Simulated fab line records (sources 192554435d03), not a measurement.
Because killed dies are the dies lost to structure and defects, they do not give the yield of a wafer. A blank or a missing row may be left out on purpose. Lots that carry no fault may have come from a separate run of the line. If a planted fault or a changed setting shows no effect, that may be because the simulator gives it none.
Matching of chambers ; flow n5 finfet ; cmp-03 running N5_ILD0_CMP_12: 4 sister chambers
The step polishes SiNx, stops on poly-Si, t overpolish 6 s, target thk 17.67 nm. 4 wafers are shown with their chamber, then 10 later ones without.

== WAFERS PAIRED WITH THEIR CHAMBERS ==
wafer;chamber;motor current A (A)
L085.1;2;9.8
L085.6;1;10.6
L088.1;0;8.6
L088.3;3;10.3

== WAFERS MISSING THEIR CHAMBER ==
wafer;motor current A (A)
L088.6;10.2
L090.2;9.6
L090.4;8.0
L090.6;9.1
L093.2;8.8
L093.4;9.6
L093.5;10.4
L094.2;10.7
L094.4;8.3
L094.6;10.3

== EACH ONE'S CHAMBER ==
wafer;from the rows above;in truth
L088.6;can't be placed: 3 or 2 or 1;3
L090.2;can't be placed: 2 or 3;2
L090.4;0;0
L090.6;can't be placed: 0 or 2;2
L093.2;0;0
L093.4;can't be placed: 2 or 3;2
L093.5;can't be placed: 3 or 1 or 2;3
L094.2;can't be placed: 1 or 3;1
L094.4;0;0
L094.6;can't be placed: 3 or 1 or 2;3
3 of 10 placed correctly. These rows do not allow placing 7 (true chamber among the candidates in 7). Placed wrongly: 0.
How it was worked out, from the rows above alone: a wafer's distance from a chamber is the root of the sum, over the readings, of the square of ((its reading less the chamber's mean) divided by the reading's scatter). If the next closest chamber is less than 2 further off than the closest, the wafer can't be placed; otherwise it belongs to the closest. A chamber's mean is the mean of its shown wafers. The scatter (one wafer shown for each chamber): square how far every hidden wafer sits from the nearest shown wafer, average those squares and take the square root.
